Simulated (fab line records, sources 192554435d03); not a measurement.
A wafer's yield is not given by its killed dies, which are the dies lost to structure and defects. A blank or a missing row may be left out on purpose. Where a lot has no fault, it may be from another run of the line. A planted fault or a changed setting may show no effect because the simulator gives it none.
Problem report, 8D (eight disciplines) form, completed by code | flow n5 finfet | the parts of the form that need people (team, actions taken, sign-off) are left out

## 1. WHAT WENT WRONG
At N5_BEOL_M0_SAQP_CD_MEAS_25, cd nm averages 9.44 nm over 4 wafers from 2 lots, while fault-free wafers read 12.78 nm, standard deviation 0.22. That puts it -15 standard deviations away from the usual mean.
The step: target cd 13.1 nm.
The first sign was on wafer L453.3 at day 9 11:53, on cd sem-02. Wafers with a number at this step in the record: 12, from 4 lots. The rule behind "out" and "out of limits": a value lying over 4 standard deviations away from the usual mean. The other wafers with a number count as sound.

## 2. WHAT IT IS AND WHAT IT IS NOT
question                    | is                             | is not
which readings at this step | cd nm                          | -
which lots                  | L453, L454                     | L441, L455
which wafers of those lots  | L453.3, L453.5, L454.1, L454.5 | L453.2, L454.2
read on which gauges        | cd sem-02, cd sem-03           | cd sem-01
when                        | from day 9 11:53               | up to then (4 sound wafers); but 4 sound wafers of L454, L455 came after

## 3. SUSPECTS, AND WHAT RULES EACH OUT
Counting: any tool at a process step up to the reading remains a suspect provided it ran every lot that is out. Sound lots after the first of them don't rule it out here, since some wafers of a struck lot are sound.
- ruled out: the gauge at N5_BEOL_M0_SAQP_CD_MEAS_25. Those wafers that are out were read across 2 gauges (cd sem-02, cd sem-03).
- ald sin-04 at N5_BEOL_M0_SAQP_SPACER1_ALD_98 (deposits SiO2, target thk 12.8 nm, pulse time 1 s, purge time 2 s): kept. It ran every lot that is out, first L453 (day 9 11:09); its last sound lot up to then is L441 (day 6 05:59).
- ald sin-04, N5_BEOL_M0_SAQP_SPACER1_ALD_98: wafers that are out in chamber 3, sound lot-mates in chambers 1, 2.
The count leaves ald sin-04 at N5_BEOL_M0_SAQP_SPACER1_ALD_98.

## 4. THE CAUSE (what the simulator had put in)
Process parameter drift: ald sin-04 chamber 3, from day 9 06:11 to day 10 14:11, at N5_BEOL_M0_SAQP_SPACER1_ALD_98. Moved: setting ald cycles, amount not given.
The count eliminated every tool but this one.

## 5. THE CHAIN OF EFFECTS, in route order
Rows list readings where the struck wafers' mean (over those with a number) sits beyond 3 standard deviations from the usual. Only readings for which the record gives a usual standard deviation are gone through. hours: the time from each lot's start at the first step in this table that gives one to its start at this step, as a median over the lots. sigmas: the change in usual standard deviations.
hours | step                       | reading              | usual    | on struck wafers | change | sigmas
0     | N5_BEOL_M0_SAQP_CD_MEAS_25 | cd nm                | 12.78 nm | 9.44             | -3.34  | -15
168   | N5_PASSIVATION_PROBE_49    | defect limited yield | 91.4 %   | 0.0              | -91.4  | -61
168   | N5_PASSIVATION_PROBE_49    | killed_at_M0_to_M3   | 35       | 1116             | +1080  | +90
168   | N5_PASSIVATION_PROBE_49    | killed dies          | 101      | 1180             | +1079  | +60
168   | N5_PASSIVATION_PROBE_49    | killed on rim        | 13       | 152              | +139   | +34
168   | N5_PASSIVATION_PROBE_49    | sort_bin_5_function  | 5.0 %    | 95.8             | +90.8  | +91
168   | N5_PASSIVATION_PROBE_49    | sort n pass          | 1079     | 0                | -1079  | -60
168   | N5_PASSIVATION_PROBE_49    | sort yield pct       | 91.4 %   | 0.0              | -91.4  | -61
It contains these process steps:
- N5_PASSIVATION_PROBE_49

## 6. WHAT WOULD HAVE CAUGHT IT SOONER
Counted from the fault's start at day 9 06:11, it took 6 hours until the first out-of-limits reading at a measuring or inspecting step in this record, taken at day 9 11:53.
Of the tool readings at N5_BEOL_M0_SAQP_SPACER1_ALD_98 for which the record gives a usual standard deviation, none was out on any struck wafer, so an alarm limit of 4 standard deviations on them would not have fired.
L454, from the lots that are out (2), started N5_BEOL_M0_SAQP_SPACER1_ALD_98 on ald sin-04 later than day 9 11:53. Had the tool been put on hold then, it would have been spared.
